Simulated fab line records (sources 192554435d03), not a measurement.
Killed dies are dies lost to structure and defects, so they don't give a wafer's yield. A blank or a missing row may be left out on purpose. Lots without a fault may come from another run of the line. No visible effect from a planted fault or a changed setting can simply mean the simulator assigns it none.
fab line records	flow n5-finfet
record: lots: 6	wafers: 18	last-day: 17
route steps=1938 shown BEOL_M13@1710 BEOL_M14@1716 PASSIVATION@1936
lots untouched by any fault: they come from a run of this same line in which no faults occurred
start-h: start of the lot's first displayed wafer, in hours after the record's first day	wait-h: time in hours since the lot's previous step	" unchanged from the row above	L1.1+2: several wafers, shown together as one row	- either no value or no given start	* or withheld: withheld	< > ~ a bound
route shown NAME@n: names a module that has steps shown in the file, with the first one's number in the route	usual: mean and standard deviation over wafers with no fault	same: alike in all rows	chamber/n: place in a boat	sites: each site's reading	_std_site: the standard deviation of these	_edge_site: mean of outer sites minus mean of inner sites	radius-mm: for every site, how far away it sits from the centre of the wafer	mask NAME#n: copy n	behind: the tool/chamber that last shaped the wafer	hold: why the lot went on hold/how many hours it stayed there/how the hold came to an end	device: the transistor (n, p or np) that didn't switch	end of line: tests of these same wafers at the route's end	a step without rows: its recipe alone	killed: not the wafer's yield, but the dies lost to structure and defects at the first sort	map: shows each die of a wafer: x if killed, . if not, _ if none is there
set.NAME: setting as actually run; set.NAME@STEP: the setting as run at that earlier step	model.NAME: the simulator's own value behind a step, which no gauge read
lots seen at some steps along the route; tables by step, rows by wafer
services: a tool's chamber out of use, with start hour (start-h, from the record's first day; less than 0 if before it), hours out, and reason
== steps ==
step: N5_BEOL_M13_CMP_49
recipe: stop-on: SiOC	t-overpolish-s: 17.1	down-force-psi: 1	platen-rpm: 50	clearing-platen-down-force-psi: 1.5	clearing-platen-rpm: 50	post-cmp-clean: cu-alkaline	target-thk-nm: 420	clearing-platen-pad-velocity-m-s: 0.99484	pad-velocity-m-s: 0.99484
usual: barrier-field-endpoint-s: 30.7/0.78	motor-current-A: 5.8/0.87	overpolish-run-s: 17.099/0.0087
lot.wafer	tool	chamber	start-h	wait-h	barrier-field-endpoint-s	motor-current-A	overpolish-run-s
L441.1	cmp-01	1	300.78	0.3	30.1	7.3	17.100
L441.4	"	2	"	"	30.3	7.7	17.097
L441.3	"	3	"	"	30.5	6.2	17.104
L442.3	cmp-02	3	308.22	0.2	29.9	5.3	17.094
L442.1	"	2	"	"	30.6	6.2	17.087
L442.6	"	3	"	"	28.9	5.6	17.092
L448.1	cmp-02	0	326.47	0.4	31.8	4.9	17.104
L448.2	"	2	"	"	31.1	6.2	17.105
L448.6	"	0	"	"	31.2	4.6	17.098
L449.3	cmp-01	2	332.58	0.2	30.1	8.2	17.104
L449.1	"	3	"	"	30.0	6.5	17.099
L449.6	"	1	"	"	30.7	7.7	17.089
L454.1	cmp-02	2	372.46	0.4	31.1	6.4	17.085
L454.6	"	3	"	"	29.8	5.6	17.085
L454.5	"	0	"	"	30.5	4.5	17.091
L458.1	cmp-01	0	390.80	0.3	30.2	6.3	17.109
L458.3	"	1	"	"	31.4	7.4	17.105
L458.6	"	2	"	"	30.9	8.1	17.116
step: N5_BEOL_M13_THK_MEAS_50
recipe: thk-meas-gauge: xrf	reads: Cu_of_BEOL_M13_ECD_47
usual: M13_THK: 431/10
lot.wafer	tool	chamber	start-h	wait-h	M13_THK[nm]
L441.1	film-metro-02	-	301.04	-	446
L441.3	"	-	"	"	431
L441.4	"	-	"	"	449
L442.1	film-metro-02	-	308.54	0.1	448
L442.3	"	-	"	"	430
L442.6	"	-	"	"	435
L448.1	film-metro-01	-	326.76	-	422
L448.2	"	-	"	"	416
L448.6	"	-	"	"	429
L449.1	film-metro-01	-	332.79	-	416
L449.3	"	-	"	"	419
L449.6	"	-	"	"	416
L454.1	film-metro-01	-	372.64	-	432
L454.5	"	-	"	"	439
L454.6	"	-	"	"	432
L458.1	film-metro-02	-	391.02	-	434
L458.3	"	-	"	"	443
L458.6	"	-	"	"	438
step: N5_BEOL_M13_PRE_CLEAN_52
recipe: gas: NH3	time-s: 15	temp-c: withheld	rf-power-w: 300
step: N5_BEOL_M13_DEP_53
recipe: material: SiCN	target-thk-a: 500	temp-c: withheld	precursor: 3MS/NH3	pressure-torr: 3	rf-w: 675	time-s: 17.8
usual: showerhead-plenum-p-Torr: 4.166/0.022	throttle-valve-pct: 17.5/0.81
lot.wafer	tool	chamber	start-h	wait-h	showerhead-plenum-p-Torr	throttle-valve-pct
L441.1	pecvd-02	2	301.10	0.0	4.166	16.8
L441.3	"	1	"	"	4.164	18.3
L441.4	"	2	"	"	4.174	16.5
L442.1	pecvd-02	0	308.60	0.0	4.166	17.7
L442.3	"	2	"	"	4.166	16.5
L442.6	"	2	"	"	4.156	16.5
L448.1	pecvd-02	2	326.82	0.0	4.158	16.4
L448.2	"	0	"	"	4.158	17.9
L448.6	"	1	"	"	4.152	18.2
L449.1	pecvd-03	1	332.86	0.0	4.166	18.6
L449.3	"	2	"	"	4.198	17.3
L449.6	"	1	"	"	4.163	18.8
L454.1	pecvd-01	2	372.70	0.0	4.120	16.5
L454.5	"	1	"	"	4.168	18.8
L454.6	"	0	"	"	4.190	17.3
L458.1	pecvd-02	2	391.08	0.0	4.164	16.7
L458.3	"	1	"	"	4.172	18.3
L458.6	"	1	"	"	4.156	18.1
step: N5_BEOL_M13_RS_MEAS_54
recipe: thk-meas-gauge: four-point-probe	reads: Cu_of_BEOL_M13_ECD_47+Ta_of_BEOL_M13_SPUTTER_44+TaN_of_BEOL_M13_SPUTTER_43
usual: M13_RS: 0.0448/0.001
lot.wafer	tool	chamber	start-h	wait-h	M13_RS[ohm/sq]
L441.1	film-metro-01	-	301.17	0.0	0.0433
L441.3	"	-	"	"	0.0450
L441.4	"	-	"	"	0.0431
L442.1	film-metro-02	-	308.66	0.0	0.0432
L442.3	"	-	"	"	0.0447
L442.6	"	-	"	"	0.0446
L448.1	film-metro-01	-	326.89	0.0	0.0462
L448.2	"	-	"	"	0.0466
L448.6	"	-	"	"	0.0454
L449.1	film-metro-01	-	332.92	0.0	0.0463
L449.3	"	-	"	"	0.0460
L449.6	"	-	"	"	0.0462
L454.1	film-metro-02	-	372.77	0.0	0.0445
L454.5	"	-	"	"	0.0435
L454.6	"	-	"	"	0.0441
L458.1	film-metro-02	-	391.15	0.0	0.0449
L458.3	"	-	"	"	0.0440
L458.6	"	-	"	"	0.0444
step: N5_BEOL_M13_INSPECT_55
recipe: inspect-instrument: darkfield	mode: post-dep
usual: raw-defect-count: 64/21
lot.wafer	tool	chamber	start-h	wait-h	raw-defect-count
L441.1	defect-inspect-01	-	301.19	0.0	49
L441.3	"	-	"	"	62
L441.4	"	-	"	"	46
L442.1	defect-inspect-02	-	308.69	0.0	31
L442.3	"	-	"	"	77
L442.6	"	-	"	"	47
L448.1	defect-inspect-02	-	326.91	0.0	90
L448.2	"	-	"	"	74
L448.6	"	-	"	"	59
L449.1	defect-inspect-01	-	332.95	0.0	118
L449.3	"	-	"	"	51
L449.6	"	-	"	"	71
L454.1	defect-inspect-01	-	372.80	0.0	27
L454.5	"	-	"	"	42
L454.6	"	-	"	"	26
L458.1	defect-inspect-01	-	391.18	0.0	107
L458.3	"	-	"	"	61
L458.6	"	-	"	"	58
step: N5_BEOL_M14_ILD_DEP_00
recipe: material: SiO2	target-thk-a: 11193	temp-c: 400	precursor: TEOS/O2	pressure-torr: 6.5	rf-w: 900	teos-flow-sccm: 161.4	gas: O2	flow-sccm: 2650	time-s: 237.4
usual: heater-power-w: 564/130	showerhead-plenum-p-Torr: 8.35/0.04	susceptor-temp-C: 400.04/0.23	throttle-valve-pct: 18.2/0.74
lot.wafer	tool	chamber	start-h	wait-h	heater-power-w	showerhead-plenum-p-Torr	susceptor-temp-C	throttle-valve-pct
L441.1	pecvd-04	1	301.23	0.0	580	8.35	400.28	19.2
L441.3	"	2	"	"	436	8.30	400.25	18.4
L441.4	"	2	"	"	314	8.33	400.60	18.5
L442.1	pecvd-03	1	308.73	0.0	462	8.37	400.14	19.2
L442.3	"	2	"	"	847	8.40	399.92	17.8
L442.6	"	0	"	"	358	8.36	400.10	17.2
L448.1	pecvd-03	2	326.95	0.0	868	8.42	400.09	17.7
L448.2	"	0	"	"	397	8.39	399.91	17.2
L448.6	"	2	"	"	771	8.42	399.91	17.8
L449.1	pecvd-01	2	332.99	0.0	586	8.30	399.66	17.3
L449.3	"	0	"	"	684	8.41	400.50	17.8
L449.6	"	0	"	"	540	8.42	400.38	17.5
L454.1	pecvd-03	2	372.83	0.0	852	8.40	400.12	17.8
L454.5	"	0	"	"	475	8.35	400.32	17.3
L454.6	"	1	"	"	486	8.35	399.70	19.0
L458.1	pecvd-01	1	391.21	0.0	560	8.38	400.16	19.2
L458.3	"	0	"	"	646	8.37	400.25	18.0
L458.6	"	2	"	"	570	8.26	400.11	17.4
step: N5_BEOL_M14_THK_MEAS_01
recipe: reads: SiO2_of_BEOL_M14_ILD_DEP_00
usual: M14_ILD_THK: 1116/18
lot.wafer	tool	chamber	start-h	wait-h	M14_ILD_THK[nm]
L441.1	film-metro-01	-	301.42	0.1	1109
L441.3	"	-	"	"	1112
L441.4	"	-	"	"	1121
L442.1	film-metro-01	-	308.92	0.1	1116
L442.3	"	-	"	"	1082
L442.6	"	-	"	"	1135
L448.1	film-metro-01	-	327.22	0.2	1077
L448.2	"	-	"	"	1090
L448.6	"	-	"	"	1084
L449.1	film-metro-01	-	333.17	0.1	1107
L449.3	"	-	"	"	1098
L449.6	"	-	"	"	1103
L454.1	film-metro-01	-	373.02	0.1	1079
L454.5	"	-	"	"	1115
L454.6	"	-	"	"	1133
L458.1	film-metro-02	-	391.40	0.1	1116
L458.3	"	-	"	"	1121
L458.6	"	-	"	"	1155
step: N5_BEOL_M14_COAT_58
recipe: resist: BARC	temp-c: 205	time-s: 60	spin-rpm: 1500	resist-thk-nm: 89
step: N5_BEOL_M14_COAT_04
recipe: spin-rpm: 1704	resist-thk-nm: 800
step: N5_BEOL_M14_EBR_06
recipe: solvent: PGMEA	ebr-width-mm: 1.5
step: N5_BEOL_M14_SOFTBAKE_05
recipe: temp-c: 130	time-s: 60
step: N5_BEOL_M14_EXPOSE_07
recipe: mask-id: V13	na: 0.8	source-shape: annular	sigma-inner: 0.5	sigma-outer: 0.8	polarization: unpolarized	attpsm-phase-deg: 180	dose-mj: 57
lot.wafer	tool	chamber	start-h	wait-h	mask	model.BEOL_M14.overlay-x-nm
L441.1+3+4	krf-scanner-02	0	301.55	-	V13#0	5
L442.1+3+6	krf-scanner-02	0	309.05	-	V13#0	-2.4
L448.1+2+6	krf-scanner-02	0	327.35	-	V13#0	38
L449.1+3+6	krf-scanner-02	0	333.43	-	V13#0	39
L454.1+5+6	krf-scanner-01	0	373.28	-	V13#0	-0.4
L458.1+3+6	krf-scanner-01	0	391.53	-	V13#0	0.4
step: N5_BEOL_M14_PEB_08
recipe: peb-temp-c: 130	peb-time-s: 90
step: N5_BEOL_M14_DEVELOP_09
recipe: develop-time-s: 45	rinse-liquid: diw	dry: air-spin	dev-temp-c: 21
step: N5_BEOL_M14_HARDBAKE_14
recipe: temp-c: 130	time-s: 120
step: N5_BEOL_M14_CD_MEAS_10
recipe: target-cd-nm: 250	landing-energy-ev: 500	detector: se-inlens	polarity: opening
usual: cd-nm: 250.2/1.4
lot.wafer	tool	chamber	start-h	wait-h	cd-nm
L441.1	cd-sem-02	0	301.73	-	254.3
L441.3	"	0	"	"	249.9
L441.4	"	0	"	"	251.1
L442.1	cd-sem-02	0	309.22	-	248.9
L442.3	"	0	"	"	249.6
L442.6	"	0	"	"	250.4
L448.1	cd-sem-01	0	327.53	-	250.0
L448.2	"	0	"	"	250.6
L448.6	"	0	"	"	250.3
L449.1	cd-sem-01	0	333.61	-	249.4
L449.3	"	0	"	"	249.5
L449.6	"	0	"	"	250.9
L454.1	cd-sem-02	0	373.45	-	249.3
L454.5	"	0	"	"	247.8
L454.6	"	0	"	"	249.3
L458.1	cd-sem-01	0	391.71	-	250.7
L458.3	"	0	"	"	247.8
L458.6	"	0	"	"	250.6
step: N5_BEOL_M14_OVL_MEAS_11
recipe: points-per-wafer: 44
usual: V13_OVL: 2/5.1
lot.wafer	tool	chamber	start-h	wait-h	V13_OVL[nm]
L441.1	overlay-01	0	301.76	0.0	10
L441.3	"	0	"	"	13
L441.4	"	0	"	"	10
L442.1	overlay-02	0	309.25	0.0	-7
L442.3	"	0	"	"	-4
L442.6	"	0	"	"	-5
L448.1	overlay-02	0	327.56	0.0	41
L448.2	"	0	"	"	42
L448.6	"	0	"	"	35
L449.1	overlay-02	0	333.64	0.0	38
L449.3	"	0	"	"	39
L449.6	"	0	"	"	40
L454.1	overlay-01	0	373.48	0.0	1
L454.5	"	0	"	"	4
L454.6	"	0	"	"	11
L458.1	overlay-02	0	391.74	0.0	-4
L458.3	"	0	"	"	5
L458.6	"	0	"	"	1
step: N5_BEOL_M14_INSPECT_12
recipe: mode: adi	inspect-instrument: macro
usual: raw-defect-count: 2.1/1.5
lot.wafer	tool	chamber	start-h	wait-h	raw-defect-count
L441.1	defect-inspect-02	-	301.78	0.0	2
L441.3	"	-	"	"	2
L441.4	"	-	"	"	5
L442.1	defect-inspect-01	-	309.28	0.0	5
L442.3	"	-	"	"	4
L442.6	"	-	"	"	2
L448.1	defect-inspect-02	-	327.58	0.0	1
L448.2	"	-	"	"	3
L448.6	"	-	"	"	4
L449.1	defect-inspect-01	-	333.66	0.0	1
L449.3	"	-	"	"	5
L449.6	"	-	"	"	7
L454.1	defect-inspect-01	-	373.51	0.0	0
L454.5	"	-	"	"	2
L454.6	"	-	"	"	2
L458.1	defect-inspect-02	-	391.76	0.0	2
L458.3	"	-	"	"	1
L458.6	"	-	"	"	1
step: N5_PASSIVATION_PROBE_49
usual: defect-limited-yield: 91.0/1.5	killed_at_M0_to_M3: 33/9.4	killed_at_M4_up: 14/4.8	killed-at-contacts: 13/7.3	killed-at-front-end: 43/13	killed-at-other: 3.6/2.9	killed-dies: 106/18	killed-open: 69/13	killed-short: 35/8.2	sort_bin_5_function: 5.3/1	sort_bin_6_memory: 3.3/0.68	sort_bin_8_speed: 0.01/0.027	sort-n-pass: 1074/18	sort-yield-pct: 91.0/1.5
same: gross-dies: 1180	killed-at-back-side: 0	sort_bin_4_leakage[%]: 0
lot.wafer	tool	chamber	start-h	wait-h	defect-limited-yield[%]	killed_at_M0_to_M3	killed_at_M4_up	killed-at-contacts	killed-at-front-end	killed-at-other	killed-dies	killed-open	killed-short	sort_bin_5_function[%]	sort_bin_6_memory[%]	sort_bin_8_speed[%]	sort-n-pass	sort-yield-pct[%]
L441.1	prober-02	-	329.31	0.0	92.4	30	10	8	39	3	90	61	27	5.1	2.3	0	1090	92.4
L441.3	prober-02	-	329.41	0.1	91.1	22	10	13	56	4	105	67	38	5.6	3.1	0	1075	91.1
L441.4	prober-02	-	329.46	0.2	90.1	24	8	16	66	3	117	66	49	6.3	3.3	0	1063	90.1
L448.1	prober-01	-	358.10	0.0	90.3	35	8	18	49	5	115	76	38	5.3	4.2	0	1065	90.3
L448.2	prober-01	-	358.15	0.1	92.7	23	8	4	45	6	86	53	32	3.9	3.0	0	1094	92.7
L448.6	prober-01	-	358.35	0.3	92.3	41	8	5	34	3	91	69	21	4.6	2.9	0	1089	92.3
L458.1	prober-01	-	415.81	0.0	89.5	52	17	25	25	5	124	81	38	6.4	3.4	0	1056	89.5
L458.3	prober-01	-	415.91	0.1	87.4	49	18	24	55	3	149	93	54	8.1	3.9	0	1031	87.4
L458.6	prober-01	-	416.06	0.3	90.3	37	14	12	42	10	115	82	33	6.4	3.3	0	1065	90.3
killed by level:class
L441.1 FIN_SAQP:geometric-particle:open=14 BEOL_M3:geometric-particle:open=7 DUMMY_GATE:geometric-particle:open=6 BEOL_M0_SAQP:geometric-particle:short=6 STI_FIN_REVEAL:geometric-particle:open=5 MOL_CONTACT_COAG:geometric-particle:open=5 BEOL_M1:geometric-particle:open=5 BEOL_M0_SAQP:geometric-particle:open=4
L441.3 FIN_SAQP:geometric-particle:open=14 MOL_CONTACT_COAG:geometric-particle:open=9 ILD0:geometric-particle:short=7 BEOL_M2:geometric-particle:open=6 STARTING-WAFER:geometric-particle:open=6 FIN_SAQP:geometric-particle:short=5 STI_FIN_REVEAL:geometric-particle:open=5 DUMMY_GATE:geometric-particle:open=4
L441.4 FIN_SAQP:geometric-particle:short=18 FIN_SAQP:geometric-particle:open=12 BEOL_M1:geometric-particle:open=11 MOL_CONTACT_COAG:geometric-particle:open=10 GATE_CUT:geometric-particle:short=8 GATE_CUT:geometric-particle:open=6 DUMMY_GATE:geometric-particle:open=6 MOL_CONTACT_COAG:geometric-particle:short=6
L448.1 FIN_SAQP:geometric-particle:open=18 BEOL_M1:geometric-particle:open=15 MOL_CONTACT_COAG:geometric-particle:open=11 BEOL_M0_SAQP:geometric-particle:short=10 DUMMY_GATE:geometric-particle:open=7 MOL_CONTACT_COAG:geometric-particle:short=7 STI_FIN_REVEAL:geometric-particle:open=6 BEOL_M5:geometric-particle:open=5
L448.2 STI_FIN_REVEAL:geometric-particle:open=13 FIN_SAQP:geometric-particle:short=9 STI_FIN_REVEAL:geometric-particle:short=8 BEOL_M3:geometric-particle:open=6 BEOL_M1:geometric-particle:open=5 FIN_SAQP:geometric-particle:open=4 ILD0:geometric-particle:open=4 BEOL_M0_SAQP:geometric-particle:open=4
L448.6 FIN_SAQP:geometric-particle:open=10 BEOL_M0_SAQP:geometric-particle:open=9 BEOL_M3:geometric-particle:open=9 STI_FIN_REVEAL:geometric-particle:open=7 BEOL_M0_SAQP:geometric-particle:short=6 BEOL_M1:geometric-particle:open=6 BEOL_M2:geometric-particle:open=6 ILD0:geometric-particle:open=4
L458.1 MOL_CONTACT_COAG:geometric-particle:open=19 BEOL_M2:geometric-particle:open=14 BEOL_M3:geometric-particle:open=10 BEOL_M3:geometric-particle:short=7 FIN_SAQP:geometric-particle:open=6 MOL_CONTACT_COAG:geometric-particle:short=6 BEOL_M1:geometric-particle:open=6 BEOL_M4:geometric-particle:open=6
L458.3 FIN_SAQP:geometric-particle:short=20 STI_FIN_REVEAL:geometric-particle:open=17 MOL_CONTACT_COAG:geometric-particle:open=17 BEOL_M3:geometric-particle:open=16 BEOL_M2:geometric-particle:open=8 FIN_SAQP:geometric-particle:open=7 MOL_CONTACT_COAG:geometric-particle:short=7 BEOL_M0_SAQP:geometric-particle:short=7
L458.6 STI_FIN_REVEAL:geometric-particle:open=9 MOL_CONTACT_COAG:geometric-particle:open=9 BEOL_M2:geometric-particle:open=9 BEOL_M3:geometric-particle:open=9 FIN_SAQP:geometric-particle:open=8 BEOL_M4:geometric-particle:open=7 STARTING-WAFER:geometric-particle:open=7 FIN_SAQP:geometric-particle:short=5
== services ==
tool	chamber	start-h	hours	kind
krf-scanner-01	-	288.60	1.0	pm
krf-scanner-02	-	295.12	1.3	pm
cmp-01	-	302.21	1.4	repair
krf-scanner-01	-	303.85	1.3	pm
pecvd-04	-	307.35	2.8	pm
krf-scanner-02	-	313.16	0.8	pm
pecvd-03	1	319.66	12.4	repair
krf-scanner-01	-	320.95	0.4	repair
pecvd-01	-	330.04	1.3	repair
krf-scanner-01	0	337.44	-	calibration
pecvd-03	0	339.32	30.1	repair
pecvd-02	1	340.19	2.1	scheduled-down
pecvd-03	1	341.31	2.1	scheduled-down
krf-scanner-01	-	341.92	4.0	pm
pecvd-02	2	350.54	5.5	scheduled-down
krf-scanner-01	-	362.51	6.0	repair
pecvd-02	2	365.59	2.1	scheduled-down
krf-scanner-02	-	368.51	11.6	pm
pecvd-03	1	383.62	-	clean
pecvd-03	1	383.62	-	consumable-replace:showerhead
pecvd-03	1	383.62	29.0	scheduled-down
pecvd-03	1	383.62	29.0	vent-cycle
== key ==
first-sign: step: N5_BEOL_M14_OVL_MEAS_11	reading: V13_OVL	direction: up	sigmas: 7.3	usual: 2	struck: 39
effect none on later readings
model-effect: step: N5_BEOL_M14_EXPOSE_07	value: BEOL_M14.overlay-x-nm	without: 0.2	struck: 38.5
met-at N5_BEOL_M14_EXPOSE_07
struck-wafers L448.1,L448.2,L448.6,L449.1,L449.3,L449.6
onset-between 309.05 327.35
fault: kind: scanner-matching-overlay	tool: krf-scanner-02	chamber: -	onset-h: 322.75	steps: N5_BEOL_M14_EXPOSE_07	offset: 38.326
